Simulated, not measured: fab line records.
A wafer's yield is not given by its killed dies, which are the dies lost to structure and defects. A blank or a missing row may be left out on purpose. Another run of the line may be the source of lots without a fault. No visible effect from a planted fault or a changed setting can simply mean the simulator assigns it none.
fab line records    flow n5_finfet
[record] lots = 10  wafers = 28  last_day = 18
route steps=1938 shown BEOL_M1@823 BEOL_M2@841 BEOL_M4@1111 PASSIVATION@1936
lots with no fault: from the same line, run without faults
start_h: hours from the record's opening day to when the first of the lot's shown wafers began    wait_h: hours elapsed since this lot's preceding step    " unchanged from the row above    L1.1+2: one row covering several wafers at once    - no value, or no start given    * or withheld: withheld    < > ~ a bound
route shown NAME@n: a module of which the file shows steps, and the number in the route of the first    usual: mean/standard deviation taken from wafers without a fault    same: alike in all rows    chamber/n: place in a boat    sites: each site's reading    _std_site: their standard deviation    _edge_site: inner sites' mean taken away from outer sites' mean    radius_mm: for every site, how far away it sits from the centre of the wafer    mask NAME#n: copy n    behind: the most recent tool/chamber to have shaped the wafer    hold: why the lot went on hold/how many hours it stayed there/how the hold came to an end    device: names the non-switching transistor (n, p or np)    end of line: the tests these same wafers got at the end of their route    a step without rows: its recipe alone    killed: count of dies lost to structure and defects at first sort (not the wafer's yield)    map: dies across one wafer; x = killed, . = not, _ = none there
set.NAME: the setting the step ran with; set.NAME@STEP: the setting that earlier step ran with    model.NAME: the simulator's own value behind a step, which no gauge read
one table for each step of the route and one row for each wafer, over a sample of lots
services: when a tool's chamber went out of use (start_h, in hours from the record's first day, below 0 if earlier), for how many hours, and the reason
[[steps]]
[step N5_BEOL_M1_ANNEAL_89]
[recipe] temp_c = 400  time_s = 240  ambient = vacuum
[usual] heater_power_w = 826/63  susceptor_temp_C_max = 401.0/0.31
lot.wafer  tool            chamber  start_h  wait_h  heater_power_w  susceptor_temp_C_max
L614.3     pvd_sputter-03  -        131.48   0.0     886             400.6
L614.4     "               -        "        "       877             400.9
L614.5     "               -        "        "       792             401.0
L616.1     pvd_sputter-03  -        149.22   0.0     884             400.9
L616.4     "               -        "        "       799             400.6
L616.6     "               -        "        "       903             401.0
L619.3     pvd_sputter-03  -        162.06   0.0     858             400.9
L619.4     "               -        "        "       780             400.7
L619.6     "               -        "        "       810             401.1
L617.3     pvd_sputter-01  -        162.23   0.0     925             401.1
L617.5     "               -        "        "       888             401.4
L617.6     "               -        "        "       692             400.8
L621.1     pvd_sputter-01  -        174.67   0.0     920             400.8
L621.5     "               -        "        "       896             400.9
L621.6     "               -        "        "       717             400.9
L622.2     pvd_sputter-01  -        179.68   0.0     838             401.2
L622.3     "               -        "        "       908             401.1
L622.6     "               -        "        "       717             401.3
L625.1     pvd_sputter-02  -        194.97   0.0     852             401.1
L625.4     "               -        "        "       822             400.9
L625.6     "               -        "        "       832             401.5
L631.2     pvd_sputter-01  -        241.16   0.0     711             400.7
L631.3     "               -        "        "       886             400.8
L631.6     "               -        "        "       699             401.6
L634.3     pvd_sputter-01  -        256.20   0.0     718             400.7
L634.5     "               -        "        "       889             400.2
L636.1     pvd_sputter-03  -        268.12   0.0     806             400.6
L636.5     "               -        "        "       820             401.2
[step N5_BEOL_M1_CO_CAP_55]
[recipe] material = Co  target_thk_a = 20  temp_c = 200  precursor = CCTBA/H2  pressure_torr = 30  time_s = 102.1
[usual] heater_power_w = 235/11
lot.wafer  tool       chamber  start_h  wait_h  heater_power_w
L614.3     cvd_co-01  1        133.56   0.0     231
L614.4     "          2        "        "       225
L614.5     "          1        "        "       234
L616.1     cvd_co-02  0        150.88   0.0     226
L616.4     "          2        "        "       242
L616.6     "          0        "        "       228
L619.3     cvd_co-01  2        163.72   0.0     230
L619.4     "          2        "        "       231
L619.6     "          1        "        "       241
L617.3     cvd_co-02  1        163.89   0.0     217
L617.5     "          1        "        "       213
L617.6     "          2        "        "       242
L621.1     cvd_co-02  0        176.79   0.0     227
L621.5     "          2        "        "       239
L621.6     "          0        "        "       218
L622.2     cvd_co-02  2        181.34   0.0     240
L622.3     "          1        "        "       213
L622.6     "          1        "        "       221
L625.1     cvd_co-01  2        196.64   0.0     233
L625.4     "          2        "        "       232
L625.6     "          1        "        "       236
L631.2     cvd_co-01  1        243.53   0.0     236
L631.3     "          0        "        "       254
L631.6     "          0        "        "       249
L634.3     cvd_co-01  2        257.95   0.0     229
L634.5     "          2        "        "       229
L636.1     cvd_co-01  0        269.84   0.0     245
L636.5     "          0        "        "       250
[step N5_BEOL_M1_RS_MEAS_58]
[recipe] thk_meas_gauge = four-point-probe  reads = Co_of_BEOL_M1_CO_CAP_55+Cu_of_BEOL_M1_ECD_50+Co_of_BEOL_M1_CVD_47+TaN_of_BEOL_M1_ALD_84
[usual] M1_RS = 0.67/0.035
lot.wafer  tool           chamber  start_h  wait_h  M1_RS[ohm/sq]
L614.3     film_metro-02  -        133.74   0.1     0.69
L614.4     "              -        "        "       0.64
L614.5     "              -        "        "       0.70
L616.1     film_metro-01  -        151.07   0.0     0.66
L616.4     "              -        "        "       0.68
L616.6     "              -        "        "       0.71
L619.3     film_metro-02  -        163.91   0.1     0.73
L619.4     "              -        "        "       0.68
L619.6     "              -        "        "       0.69
L617.3     film_metro-01  -        164.09   0.1     0.66
L617.5     "              -        "        "       0.64
L617.6     "              -        "        "       0.65
L621.1     film_metro-02  -        176.98   0.0     0.66
L621.5     "              -        "        "       0.59
L621.6     "              -        "        "       0.61
L622.2     film_metro-01  -        181.52   0.1     0.70
L622.3     "              -        "        "       0.66
L622.6     "              -        "        "       0.71
L625.1     film_metro-01  -        196.82   0.0     0.68
L625.4     "              -        "        "       0.66
L625.6     "              -        "        "       0.67
L631.2     film_metro-02  -        243.75   0.1     0.64
L631.3     "              -        "        "       0.67
L631.6     "              -        "        "       0.65
L634.3     film_metro-01  -        258.14   0.1     0.68
L634.5     "              -        "        "       0.66
L636.1     film_metro-02  -        270.02   0.0     0.68
L636.5     "              -        "        "       0.65
[step N5_BEOL_M2_ILD_DEP_00]
[recipe] material = SiOC  target_thk_a = 790  temp_c = 350  precursor = DEMS/O2  pressure_torr = 5  rf_w = 500  time_s = 15.3
[usual] heater_power_w = 466/67  showerhead_plenum_p_Torr = 5.694/0.014  throttle_valve_pct = 11.9/0.51
lot.wafer  tool      chamber  start_h  wait_h  heater_power_w  showerhead_plenum_p_Torr  throttle_valve_pct
L614.3     pecvd-04  0        133.81   0.0     521             5.687                     11.8
L614.4     "         0        "        "       538             5.677                     12.0
L614.5     "         1        "        "       423             5.690                     11.8
L616.1     pecvd-04  2        151.13   0.0     459             5.699                     12.2
L616.4     "         0        "        "       563             5.678                     12.1
L616.6     "         1        "        "       384             5.694                     11.7
L619.3     pecvd-03  2        163.97   0.0     457             5.724                     11.8
L619.4     "         0        "        "       503             5.677                     11.7
L619.6     "         2        "        "       363             5.717                     11.8
L617.3     pecvd-03  1        164.16   0.0     457             5.692                     12.6
L617.5     "         1        "        "       466             5.676                     12.6
L617.6     "         2        "        "       429             5.733                     12.2
L621.1     pecvd-02  1        177.04   0.0     518             5.701                     11.4
L621.5     "         1        "        "       509             5.702                     11.1
L621.6     "         0        "        "       446             5.695                     11.8
L622.2     pecvd-03  2        181.59   0.0     459             5.715                     12.2
L622.3     "         0        "        "       503             5.679                     11.7
L622.6     "         1        "        "       405             5.684                     12.7
L625.1     pecvd-04  0        196.88   0.0     626             5.678                     11.2
L625.4     "         1        "        "       435             5.686                     11.6
L625.6     "         2        "        "       489             5.690                     12.0
L631.2     pecvd-03  2        243.81   0.0     377             5.706                     12.4
L631.3     "         1        "        "       451             5.686                     12.8
L631.6     "         1        "        "       456             5.677                     12.9
L634.3     pecvd-03  0        258.20   0.0     474             5.672                     11.5
L634.5     "         0        "        "       482             5.690                     11.4
L636.1     pecvd-03  0        270.09   0.0     491             5.703                     11.2
L636.5     "         2        "        "       360             5.722                     12.2
[step N5_BEOL_M2_THK_MEAS_01]
[recipe] reads = SiOC_of_BEOL_M2_ILD_DEP_00
[usual] M2_ILD_THK = 79.5/1
lot.wafer  tool           chamber  start_h  wait_h  M2_ILD_THK[nm]
L614.3     film_metro-01  -        133.87   0.1     78.9
L614.4     "              -        "        "       79.3
L614.5     "              -        "        "       79.5
L616.1     film_metro-01  -        151.20   0.0     77.7
L616.4     "              -        "        "       80.0
L616.6     "              -        "        "       79.1
L619.3     film_metro-01  -        164.05   0.1     79.5
L619.4     "              -        "        "       79.8
L619.6     "              -        "        "       79.5
L617.3     film_metro-02  -        164.23   0.1     79.4
L617.5     "              -        "        "       80.7
L617.6     "              -        "        "       80.6
L621.1     film_metro-02  -        177.11   0.0     79.7
L621.5     "              -        "        "       80.1
L621.6     "              -        "        "       80.1
L622.2     film_metro-01  -        181.65   0.1     79.5
L622.3     "              -        "        "       79.4
L622.6     "              -        "        "       81.1
L625.1     film_metro-02  -        196.95   0.0     78.8
L625.4     "              -        "        "       79.2
L625.6     "              -        "        "       79.6
L631.2     film_metro-02  -        243.90   0.1     79.1
L631.3     "              -        "        "       80.5
L631.6     "              -        "        "       80.0
L634.3     film_metro-01  -        258.27   0.1     78.8
L634.5     "              -        "        "       83.4
L636.1     film_metro-01  -        270.15   0.0     80.9
L636.5     "              -        "        "       84.0
[step N5_BEOL_M4_RC_MEAS_101]
[usual] DIBL_N = 35.8/1.6  DIBL_P = 36.0/1.9  IOFF_N = 0.151/0.029  IOFF_P = 0.21/0.037  ION_N = 673/12  ION_P = 463/7.3  SS_N = 71.5/0.58  SS_P = 73.2/0.61  VT_N = 251/3.3  VT_P = -250/3.3
lot.wafer  tool       chamber  start_h  wait_h  DIBL_N[mV/V]  DIBL_P[mV/V]  IOFF_N[nA/um]  IOFF_P[nA/um]  ION_N[uA/um]  ION_P[uA/um]  SS_N[mV/dec]  SS_P[mV/dec]  VT_N[mV]  VT_P[mV]
L614.3     prober-02  0        162.23   0.9     35.4          34.9          0.115          0.18           662           461           70.7          72.2          256       -253
L614.4     "          0        "        "       36.9          35.9          0.139          0.19           667           463           71.1          72.0          254       -251
L614.5     "          0        "        "       38.8          37.9          0.175          0.23           679           462           72.4          73.5          250       -250
L616.1     prober-01  0        186.70   0.0     36.8          36.7          0.151          0.20           668           456           72.1          73.5          253       -252
L616.4     "          0        "        "       35.3          34.5          0.128          0.17           657           457           71.0          72.6          254       -253
L616.6     "          0        "        "       34.1          33.3          0.108          0.15           652           452           71.1          72.0          257       -253
L617.3     prober-01  0        204.62   0.3     37.9          38.3          0.189          0.27           690           472           71.9          74.3          247       -244
L617.5     "          0        "        "       35.4          34.5          0.134          0.20           679           465           71.2          73.4          251       -248
L617.6     "          0        "        "       36.3          35.2          0.162          0.22           677           466           70.9          73.4          248       -247
L619.3     prober-01  0        206.47   0.3     34.5          34.6          0.125          0.16           674           456           70.6          73.4          254       -256
L619.4     "          0        "        "       35.4          34.6          0.136          0.17           672           459           71.2          72.7          253       -255
L619.6     "          0        "        "       36.9          37.2          0.161          0.20           676           455           71.5          73.4          252       -249
L622.2     prober-01  0        210.31   0.2     34.8          32.8          0.112          0.14           664           453           71.5          72.6          255       -257
L622.3     "          0        "        "       35.8          35.3          0.133          0.17           668           461           71.8          73.1          252       -252
L622.6     "          0        "        "       34.7          34.9          0.124          0.18           657           453           71.6          72.9          251       -252
L621.1     prober-02  0        220.41   0.0     37.0          36.4          0.145          0.19           670           464           72.6          72.2          251       -251
L621.5     "          0        "        "       38.3          38.8          0.186          0.23           682           463           72.5          74.0          250       -250
L621.6     "          0        "        "       37.5          38.3          0.174          0.21           689           468           72.1          73.4          249       -249
L625.1     prober-01  0        241.66   0.0     34.9          36.0          0.134          0.17           662           453           71.1          73.5          255       -252
L625.4     "          0        "        "       36.4          37.1          0.156          0.18           678           456           71.5          73.6          251       -258
L625.6     "          0        "        "       35.8          38.3          0.156          0.19           677           463           71.2          73.4          250       -252
L631.2     prober-01  0        277.44   0.2     33.5          33.6          0.129          0.17           672           457           70.5          72.7          254       -252
L631.3     "          0        "        "       34.4          34.1          0.130          0.18           676           465           70.6          72.7          253       -252
L631.6     "          0        "        "       33.5          32.7          0.115          0.17           656           456           70.9          72.2          255       -252
L634.3     prober-01  0        299.04   0.3     38.7          39.7          0.234          0.26           708           469           72.9          74.2          244       -247
L634.5     "          0        "        "       34.6          37.3          0.162          0.22           687           470           72.3          73.6          246       -254
L636.1     prober-02  0        314.20   0.0     38.5          38.6          0.170          0.23           670           464           72.0          73.9          251       -251
L636.5     "          0        "        "       36.8          37.2          0.166          0.22           679           461           71.5          73.7          250       -249
[step N5_PASSIVATION_PROBE_49]
[usual] defect_limited_yield = 90.9/1.4  killed_at_M0_to_M3 = 37/12  killed_at_M4_up = 14/5.3  killed_at_contacts = 12/6.2  killed_at_front_end = 41/11  killed_at_other = 3.7/2.9  killed_dies = 107/17  killed_open = 71/12  killed_short = 34/7.9  sort_bin_5_function = 5.3/0.95  sort_bin_6_memory = 3.4/0.7  sort_bin_8_speed = 0.00/0.0099  sort_n_pass = 1073/17  sort_yield_pct = 90.9/1.5
[same] gross_dies = 1180  killed_at_back_side = 0  sort_bin_4_leakage[%] = 0
lot.wafer  tool       chamber  start_h  wait_h  defect_limited_yield[%]  killed_at_M0_to_M3  killed_at_M4_up  killed_at_contacts  killed_at_front_end  killed_at_other  killed_dies  killed_open  killed_short  sort_bin_5_function[%]  sort_bin_6_memory[%]  sort_bin_8_speed[%]  sort_n_pass  sort_yield_pct[%]
L636.1     prober-02  -        419.72   0.0     89.6                     45                  9                11                  54                   4                123          79           37            5.8                     3.6                   0                    1057         89.6
L636.5     prober-02  -        419.92   0.2     92.4                     26                  7                9                   40                   8                90           60           24            3.8                     3.3                   0                    1090         92.4
// killed by level:class
L636.1 BEOL_M1:geometric_particle:open=16 STI_FIN_REVEAL:geometric_particle:open=10 MOL_CONTACT_COAG:geometric_particle:open=10 GATE_CUT:geometric_particle:short=8 BEOL_M3:geometric_particle:open=8 FIN_SAQP:geometric_particle:short=7 FIN_SAQP:geometric_particle:open=6 DUMMY_GATE:geometric_particle:open=6
L636.5 BEOL_M1:geometric_particle:open=11 STI_FIN_REVEAL:geometric_particle:open=9 DUMMY_GATE:geometric_particle:open=5 MOL_CONTACT_COAG:geometric_particle:open=5 HKMG_FIN:area_etch=5 GATE_CUT:geometric_particle:short=4 MOL_CONTACT_COAG:geometric_particle:short=4 BEOL_M2:geometric_particle:open=4
[[services]]
tool            chamber  start_h  hours  kind
cvd_co-02       -        108.31   2.8    repair
pecvd-03        -        112.02   2.0    repair
pecvd-02        1        113.56   5.0    scheduled_down
cvd_co-02       1        114.90   -      clean
cvd_co-02       1        114.90   22.0   scheduled_down
cvd_co-02       1        114.90   22.0   vent_cycle
cvd_co-02       -        127.37   2.8    pm
pvd_sputter-01  -        137.17   2.2    repair
cvd_co-01       0        141.80   9.5    repair
pecvd-04        0        166.05   -      clean
pecvd-04        0        166.05   29.5   scheduled_down
pecvd-04        0        166.05   29.5   vent_cycle
pecvd-02        0        181.80   2.1    scheduled_down
pecvd-03        0        186.08   5.0    scheduled_down
pecvd-02        1        197.56   2.1    scheduled_down
pecvd-04        2        202.38   -      clean
pecvd-04        2        202.38   -      consumable_replace:showerhead
pecvd-04        2        202.38   29.0   scheduled_down
pecvd-04        2        202.38   29.0   vent_cycle
pecvd-03        0        227.38   25.5   repair
pvd_sputter-01  -        231.67   2.2    repair
pvd_sputter-01  -        236.50   2.7    repair
pecvd-02        -        265.94   6.0    pm
[[key]]
[first_sign] step = N5_BEOL_M2_THK_MEAS_01  reading = M2_ILD_THK  direction = up  sigmas = 4  usual = 79.5  struck = 83.7
effect none on later readings
met_at N5_BEOL_M2_ILD_DEP_00
struck_lots L634,L636
struck_wafers L634.5,L636.5
not_acting_at N5_BEOL_M1_ANNEAL_89,N5_BEOL_M1_CO_CAP_55,N5_BEOL_M1_RS_MEAS_58
onset_between 243.81 258.20
[fault] kind = process_parameter_drift  tool = pecvd-03  chamber = -  onset_h = 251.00  steps = N5_BEOL_M2_ILD_DEP_00  channel = time_s  offset = *  shape = step  end_h = 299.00  scope = struck_wafers_only  acts_in = *  stated = *
